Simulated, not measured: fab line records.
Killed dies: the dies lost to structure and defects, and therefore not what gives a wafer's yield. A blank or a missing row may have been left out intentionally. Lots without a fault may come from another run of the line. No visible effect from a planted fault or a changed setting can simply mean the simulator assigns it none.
A lot that was struck, set against a sound lot || flow nandHarc || 15 steps out of a route of 1302
Sound: the wafers L768.3, L768.4, L768.6. Wafers struck: L756.2, L756.4, L756.5. The cause is named last.
For every step that has rows: the tool of each side, followed by ch and its chambers, followed by its first start. Under that, the readings that differ: sound wafers || struck wafers || difference of the means || sigmas: that difference in standard deviations of wafers without a fault.
alike: readings whose means differ by less than 2 such deviations, and words and numbers that are the same on both sides. not compared: withheld readings, readings that some wafer has no value for, bounds like >300 that may hide the same value, and numbers for which the record gives no deviation and whose values overlap.
A row with sigmas, a row that says differs or no value, or rows on one side alone: a step with any of these is where the two part. Numbers that don't overlap but have no deviation are shown without sigmas and don't part them. A reading that every wafer of one side lacks parts them only if that side has two wafers or more.

NHARC_A_CHANNEL_HOLE_D2_ETCH_44: etches the open film in CF4/O2, target depth 140 nm, overetch 14 nm, time 77 s.
  sound on rieDiel-05 ch 1,2,3, day 20 22:17; struck on rieDiel-02 ch 0,2,3, day 17 20:37
  alike: drypumpMotorCurrentA, o2FlowSccm, oesProductAu, rfVppV, showerheadPlenumPTorr, throttleValvePct
  not compared: rfHoursCounterH
NHARC_A_CHANNEL_HOLE_D2_STRIP_28: strips in O2.
  sound on rieDiel-05 ch 0,2; struck on rieDiel-02 ch 0,1
  alike: drypumpMotorCurrentA, o2FlowSccm, oesProductAu, rfVppV, showerheadPlenumPTorr, throttleValvePct
  not compared: rfHoursCounterH
then, 2 steps without rows for these wafers: NHARC_A_CHANNEL_HOLE_D2_PRECLEAN_29 (cleans in SC1); NHARC_A_CHANNEL_HOLE_D2_SRD_30.
NHARC_A_CHANNEL_HOLE_D2_CD_MEAS_31:
  sound on cdSem-01, day 20 23:05; struck on cdSem-02, day 17 21:25
  alike: cdNm
NHARC_A_CHANNEL_HOLE_D2_XSEM_32:
  sound on xsem-02 ch 0, day 20 23:10; struck on xsem-01 ch 0, day 17 21:29
  alike: botCdNm, bowNm, tiltDeg
NHARC_A_CHANNEL_HOLE_D2_INSPECT_40:
  sound on defectInspect-02, day 20 23:16; struck on defectInspect-01, day 17 21:35
  alike: rawDefectCount
then, 2 steps without rows for these wafers: NHARC_A_CHANNEL_FILL_D2_PRECLEAN_00 (cleans in SC1); NHARC_A_CHANNEL_FILL_D2_SRD_01.
NHARC_A_CHANNEL_FILL_D2_ALD_02: deposits SiO2, target thk 6 nm, pulse time 10 s, ald cycles 60.
  sound on aldHk-02 ch 0,2,3, day 20 23:36; struck on aldHk-01 ch 0,2,3, day 17 21:56
  alike: aldCycles, heaterPowerW, precursorPulseHeightRel
then, 2 steps without rows for these wafers: NHARC_A_CHANNEL_FILL_D2_ALD_03 (deposits SiNx, target thk 6 nm, pulse time 60 s, ald cycles 58); NHARC_A_CHANNEL_FILL_D2_ALD_14 (deposits SiO2, target thk 2.5 nm, pulse time 10 s, ald cycles 25).
NHARC_A_CHANNEL_FILL_D2_ALD_15: deposits SiNx, target thk 2 nm, pulse time 60 s, ald cycles 19.
  sound on aldSinBatch-03 ch 0, day 21 11:01; struck on aldSinBatch-01 ch 0, day 18 07:01
{"reading": "aldCycles", "sound": "19 19 19", "struck": "8 8 8", "difference": -11, "sigmas": ""}
  alike: precursorPulseHeightRel
NHARC_A_CHANNEL_FILL_D2_ALD_16: deposits SiO2, target thk 1.5 nm, pulse time 10 s, ald cycles 15.
  sound on aldHk-01 ch 1,2,3, day 21 13:08; struck on aldHk-04 ch 1,3, day 18 09:04
  alike: aldCycles, heaterPowerW, precursorPulseHeightRel
-- the record jumps here: 11 days lie between the struck wafers' starts before and after (it left off in module A_CHANNEL_FILL_D2 and takes up again in module END, whose first step shown is number 1302 of the route) --
NHARC_END_SORT_01:
  here the record holds rows for the struck wafers (prober-01 ch 0, day 28 23:48) but none for the sound ones

== WHERE THEY PART ==
Only at NHARC_END_SORT_01, within this record.

WHY: what the simulator had put in
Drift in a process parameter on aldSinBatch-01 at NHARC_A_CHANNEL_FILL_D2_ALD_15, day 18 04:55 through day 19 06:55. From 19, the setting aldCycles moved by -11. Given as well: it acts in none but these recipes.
